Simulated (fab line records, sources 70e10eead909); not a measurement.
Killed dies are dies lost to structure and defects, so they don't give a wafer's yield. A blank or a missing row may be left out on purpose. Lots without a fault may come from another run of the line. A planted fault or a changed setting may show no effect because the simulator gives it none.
fab line records | flow nand_harc
record lots=12 wafers=36 last_day=33
route steps=1302 shown A_CHANNEL_HOLE_D1@463 A_CHANNEL_FILL_D1@495
lots that met no fault: from a run of the same line without faults
start_h: hours from the record's first day to the start of the lot's first wafer shown | wait_h: hours since the lot's step before | " the same as in the row above | L1.1+2: a row that stands for several wafers | - no value, or no start given | * or withheld: withheld | < > ~ a bound
route shown NAME@n: a module of which the file shows steps, and the number in the route of the first | usual: mean/standard deviation of fault-free wafers | same: alike in all rows | chamber/n: place in a boat | sites: the reading at each site | _std_site: their standard deviation | _edge_site: outer sites' mean less inner sites' | radius_mm: how far each site lies from the wafer's centre | mask NAME#n: copy n | behind: the tool/chamber that last shaped the wafer | hold: why the lot was held/for how many hours/how that ended | device: the transistor (n, p or np) that didn't switch | end of line: the same wafers' tests at the end of the route | a step without rows: its recipe alone | killed: dies lost to structure and defects at the first sort, not the wafer's yield | map: a wafer's dies, x killed, . not, _ none there
set.NAME: the setting as run; set.NAME@STEP: as run at that earlier step | model.NAME: the simulator's own value behind a step, which no gauge read
steps of the route over a sample of lots; a table a step, a row a wafer
services: from which hour (start_h, from the record's first day; less than 0 if before it) a tool's chamber was out of use, for how many hours, and why
## steps
# step NHARC_A_CHANNEL_HOLE_D1_OVL_MEAS_11
# usual overlay_x_nm=0.1/0.97 overlay_y_nm=-0.2/1
# columns lot.wafer tool chamber start_h wait_h overlay_x_nm overlay_y_nm
L353.1 overlay-01 - 195.23 - 1.3 0.3
L353.5 " - " " 1.6 0.2
L353.6 " - " " 1.1 0.2
L355.2 overlay-01 - 211.18 - 0.4 -0.3
L355.3 " - " " 0.4 0.0
L355.4 " - " " 0.4 -0.5
L357.1 overlay-02 - 240.36 - -0.9 -1.9
L357.2 " - " " -1.4 -2.5
L357.6 " - " " -0.8 -2.2
L359.1 overlay-01 - 240.80 - -1.4 -1.1
L359.5 " - " " -1.2 -0.9
L359.6 " - " " -1.6 -0.5
L362.1 overlay-02 - 272.58 - -0.4 -0.6
L362.2 " - " " -0.9 -0.3
L362.6 " - " " -1.3 -0.7
L364.2 overlay-02 - 294.95 - 1.0 -0.6
L364.4 " - " " 0.9 -0.9
L364.6 " - " " 1.3 -1.4
L365.1 overlay-01 - 309.25 - -0.2 -0.4
L365.2 " - " " 1.1 -0.4
L365.3 " - " " 0.7 -0.8
L369.1 overlay-02 - 351.51 - -1.8 -0.4
L369.4 " - " " -1.7 -0.2
L369.5 " - " " -1.8 -0.2
L370.2 overlay-02 - 351.66 - 1.6 -0.2
L370.3 " - " " 1.9 0.0
L370.4 " - " " 2.1 0.1
L372.1 overlay-01 - 385.02 - -0.1 -1.5
L372.5 " - " " 0.5 -1.5
L372.6 " - " " 0.0 -1.5
L374.1 overlay-01 - 402.84 - 1.4 -0.8
L374.5 " - " " 1.4 -0.7
L374.6 " - " " 1.0 0.9
L375.2 overlay-02 - 412.95 - -0.2 1.3
L375.4 " - " " -0.5 1.0
L375.6 " - " " -0.3 1.2
# step NHARC_A_CHANNEL_FILL_D1_ALD_15
# recipe target_thk_a=20 pulse_time_s=60 ald_cycles=19 temp_c=630 pressure_torr=2 material=SiNx
# usual ald_cycles=19/0 precursor_pulse_height_rel=0.999/0.021
# columns lot.wafer tool chamber start_h wait_h ald_cycles precursor_pulse_height_rel
L353.1 ald_sin_batch-02 0 211.06 - 19 0.996
L353.5 " 0 " " 19 1.003
L353.6 " 0 " " 19 1.027
L355.2 ald_sin_batch-02 0 228.47 - 19 0.996
L355.3 " 0 " " 19 1.027
L355.4 " 0 " " 19 0.998
L357.1 ald_sin_batch-01 0 257.75 - 19 1.035
L357.2 " 0 " " 19 0.973
L357.6 " 0 " " 19 0.989
L359.1 ald_sin_batch-03 0 266.12 - 19 1.007
L359.5 " 0 " " 19 1.013
L359.6 " 0 " " 19 1.006
L362.1 ald_sin_batch-01 0 298.72 - 27 1.030
L362.2 " 0 " " 27 1.027
L362.6 " 0 " " 27 0.993
L364.2 ald_sin_batch-01 0 312.28 - 27 0.989
L364.4 " 0 " " 27 0.999
L364.6 " 0 " " 27 0.958
L365.1 ald_sin_batch-02 0 327.13 - 19 0.992
L365.2 " 0 " " 19 0.989
L365.3 " 0 " " 19 0.998
L369.1 ald_sin_batch-01 0 369.43 - 19 1.014
L369.4 " 0 " " 19 0.974
L369.5 " 0 " " 19 1.019
L370.2 ald_sin_batch-01 0 369.43 - 19 0.996
L370.3 " 0 " " 19 0.986
L370.4 " 0 " " 19 0.997
L372.1 ald_sin_batch-01 0 402.51 - 19 0.962
L372.5 " 0 " " 19 0.997
L372.6 " 0 " " 19 1.005
L374.1 ald_sin_batch-02 0 420.30 - 19 1.015
L374.5 " 0 " " 19 0.991
L374.6 " 0 " " 19 0.942
L375.2 ald_sin_batch-01 0 430.54 - 19 0.995
L375.4 " 0 " " 19 0.996
L375.6 " 0 " " 19 1.001
# step NHARC_A_CHANNEL_FILL_D1_ETCHBACK_20
# recipe target_depth_a=270 time_s=13.5 c4f8_flow_sccm=withheld o2_flow_sccm=8 ar_flow_sccm=withheld rf_w=600 bias_w=1500 chemistry=C4F8/O2/Ar
# usual oes_product_au=0.985/0.026 rf_fwd_power_W=587.5/2.6 rf_vpp_V=980/5.5
# columns lot.wafer tool chamber start_h wait_h oes_product_au rf_fwd_power_W rf_hours_counter_h rf_vpp_V
L353.1 rie_diel-10 2 226.89 - 0.914 586.4 8.7 975
L353.6 " 0 " " 0.911 586.3 - 988
L353.5 " 1 " " 0.928 591.8 - 971
L355.2 rie_diel-08 1 243.59 - 1.002 588.7 1.4 975
L355.3 " 3 " " 0.998 585.0 1.3 988
L355.4 " 2 " " 1.004 583.7 - 978
L357.2 rie_diel-10 3 271.89 - 1.004 590.6 1.2 983
L357.1 " 1 " " 1.000 588.3 1.7 972
L357.6 " 2 " " 0.988 585.0 - 976
L359.1 rie_diel-10 3 280.12 - 1.004 589.4 2.2 981
L359.5 " 3 " " 0.998 588.4 - 982
L359.6 " 0 " " 0.979 586.0 - 988
L362.1 rie_diel-10 2 312.86 - 0.988 586.5 4.3 975
L362.2 " 0 " " 0.987 588.9 3.2 988
L362.6 " 1 " " 1.005 589.8 - 972
L364.4 rie_diel-10 1 326.66 - 0.995 588.9 4.8 973
L364.2 " 3 " " 0.984 592.4 4.8 981
L364.6 " 1 " " 0.983 589.0 - 973
L365.1 rie_diel-10 1 341.08 - 0.934 589.3 5.3 971
L365.2 " 2 " " 0.923 588.6 5.3 975
L365.3 " 3 " " 0.922 590.1 5.4 981
L370.2 rie_diel-13 2 383.37 - 1.002 587.1 2.0 983
L370.3 " 0 " " 1.004 591.2 1.2 983
L370.4 " 0 " " 1.009 590.3 - 983
L369.4 rie_diel-08 2 383.38 - 0.994 583.7 0.3 978
L369.1 " 0 " " 0.989 586.2 0.2 972
L369.5 " 2 " " 1.000 584.5 - 979
L372.1 rie_diel-13 3 416.45 - 1.007 592.4 3.0 988
L372.6 " 1 " " 1.011 586.5 - 975
L372.5 " 3 " " 1.016 593.4 - 987
L374.1 rie_diel-10 1 435.01 - 0.999 592.0 0.8 971
L374.5 " 2 " " 0.988 586.9 - 975
L374.6 " 3 " " 0.994 590.4 - 982
L375.4 rie_diel-08 1 445.40 - 1.000 590.8 3.6 975
L375.2 " 3 " " 0.991 584.0 3.8 988
L375.6 " 2 " " 1.004 587.0 - 978
# step NHARC_A_CHANNEL_FILL_D1_STRIP_28
# recipe time_s=20 o2_flow_sccm=500 ar_flow_sccm=0 bias_w=0 chemistry=O2
# usual drypump_motor_current_A=6.0/0.36 o2_flow_sccm=499.9/1.5 oes_product_au=1.002/0.0089 rf_vpp_V=57.9/0.82 showerhead_plenum_p_Torr=3.56/0.15 throttle_valve_pct=17.037/0.0099
# columns lot.wafer tool chamber start_h wait_h drypump_motor_current_A o2_flow_sccm oes_product_au rf_hours_counter_h rf_vpp_V showerhead_plenum_p_Torr throttle_valve_pct
L353.1 rie_diel-10 2 226.97 0.1 6.1 500.2 0.990 8.7 58.3 3.45 17.024
L353.6 " 3 " " 6.3 500.3 0.985 - 58.3 3.63 17.015
L353.5 " 0 " " 5.6 501.4 0.987 - 57.4 3.78 17.039
L355.3 rie_diel-08 3 243.70 0.1 6.3 497.8 1.001 1.3 57.4 3.75 17.040
L355.2 " 1 " " 5.4 499.5 1.000 1.4 58.3 3.45 17.010
L355.4 " 1 " " 5.4 496.5 0.998 - 58.9 3.45 17.025
L357.1 rie_diel-10 3 271.98 0.1 6.4 500.2 1.008 1.2 58.8 3.63 17.047
L357.2 " 0 " " 5.6 498.1 0.996 1.1 57.5 3.78 17.046
L357.6 " 2 " " 6.1 499.8 0.992 - 56.9 3.45 17.047
L359.1 rie_diel-10 3 280.22 0.1 6.3 500.5 1.010 2.2 58.1 3.63 17.035
L359.6 " 3 " " 6.4 500.4 1.005 - 59.8 3.63 17.045
L359.5 " 0 " " 5.5 495.2 0.999 - 58.8 3.78 17.036
L362.2 rie_diel-10 3 312.95 0.1 6.3 500.7 1.007 4.2 57.8 3.62 17.046
L362.1 " 0 " " 5.6 501.5 0.994 3.2 58.9 3.78 17.036
L362.6 " 2 " " 6.1 501.2 0.990 - 57.2 3.45 17.038
L364.2 rie_diel-10 2 326.75 0.1 6.1 500.5 1.007 4.8 57.1 3.45 17.025
L364.4 " 1 " " 6.2 502.0 1.006 4.8 58.7 3.36 17.043
L364.6 " 2 " " 6.1 500.8 0.998 - 58.4 3.45 17.050
L365.1 rie_diel-10 0 341.18 0.1 5.6 499.1 0.981 4.4 58.3 3.78 17.033
L365.3 " 1 " " 6.1 500.0 0.992 5.3 58.1 3.36 17.045
L365.2 " 2 " " 6.1 499.0 0.987 5.3 58.3 3.45 17.021
L369.1 rie_diel-08 0 383.47 0.1 5.7 499.2 1.008 0.2 58.3 3.38 17.037
L369.4 " 1 " " 5.4 499.9 1.011 0.3 57.4 3.45 17.045
L369.5 " 1 " " 5.4 501.6 0.993 - 57.4 3.45 17.038
L370.2 rie_diel-13 0 383.49 0.1 6.2 500.7 1.005 1.2 57.2 3.65 17.031
L370.3 " 1 " " 6.3 498.4 1.024 1.5 58.2 3.45 17.027
L370.4 " 0 " " 6.2 499.1 1.007 - 58.0 3.65 17.029
L372.1 rie_diel-13 1 416.55 0.1 6.3 498.2 1.013 2.7 56.6 3.45 17.035
L372.6 " 0 " " 6.2 501.5 1.010 - 58.9 3.65 17.043
L372.5 " 3 " " 6.1 500.1 1.012 - 59.1 3.74 17.039
L374.1 rie_diel-10 1 435.08 0.1 6.1 498.3 0.993 0.8 56.1 3.36 17.032
L374.6 " 1 " " 6.1 497.6 0.993 - 57.1 3.36 17.037
L374.5 " 2 " " 6.1 500.1 0.992 - 57.0 3.44 17.035
L375.4 rie_diel-08 3 445.49 0.1 6.3 499.1 1.001 3.8 59.2 3.74 17.044
L375.2 " 2 " " 5.3 499.6 1.003 3.8 58.8 3.56 17.034
L375.6 " 3 " " 6.3 501.0 0.994 - 58.4 3.74 17.025
## services
# columns tool chamber start_h hours kind
rie_diel-10 - 189.75 0.5 repair
rie_diel-08 - 190.88 9.0 pm
rie_diel-10 0 197.05 - clean
rie_diel-10 1 197.05 - clean
rie_diel-10 2 197.05 - clean
rie_diel-10 3 197.05 - clean
rie_diel-08 - 203.60 4.1 repair
rie_diel-10 0 221.55 - clean
rie_diel-10 - 242.50 9.0 pm
rie_diel-08 0 243.24 6.7 repair
rie_diel-13 3 255.16 5.2 repair
ald_sin_batch-02 - 266.00 26.0 pm
rie_diel-10 0 293.94 6.4 repair
rie_diel-13 - 304.13 1.0 repair
rie_diel-13 3 341.83 5.2 repair
rie_diel-13 - 342.00 9.0 pm
rie_diel-10 - 358.68 0.3 repair
rie_diel-08 - 367.88 9.0 pm
rie_diel-13 3 376.89 7.4 repair
rie_diel-10 1 388.70 13.7 repair
rie_diel-08 0 396.63 9.9 repair
rie_diel-13 2 406.27 13.1 repair
rie_diel-10 - 419.50 9.0 pm
rie_diel-08 - 422.20 0.6 repair
## key
first_sign step=NHARC_A_CHANNEL_FILL_D1_ALD_15 reading=ald_cycles direction=up sigmas=99+ usual=19 struck=27
effect none on later readings
met_at NHARC_A_CHANNEL_FILL_D1_ALD_15
struck_lots L362,L364
tester_left_out L362,L364
not_acting_at NHARC_A_CHANNEL_HOLE_D1_OVL_MEAS_11,NHARC_A_CHANNEL_FILL_D1_ETCHBACK_20,NHARC_A_CHANNEL_FILL_D1_STRIP_28
onset_between 257.75 298.72
fault kind=process_parameter_drift tool=ald_sin_batch-01 chamber=- onset_h=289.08 steps=NHARC_A_CHANNEL_FILL_D1_ALD_15 channel=ald_cycles offset=8 shape=step end_h=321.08 acts_in=these_recipes_only stated=19
# tester_left_out: of these lots the tester's yield and bins aren't shown, on N5 and GAA mostly nor the transistor test; their killed dies are dies lost to structure and defects alone, not to doping, threshold or leakage, so they don't give the yield
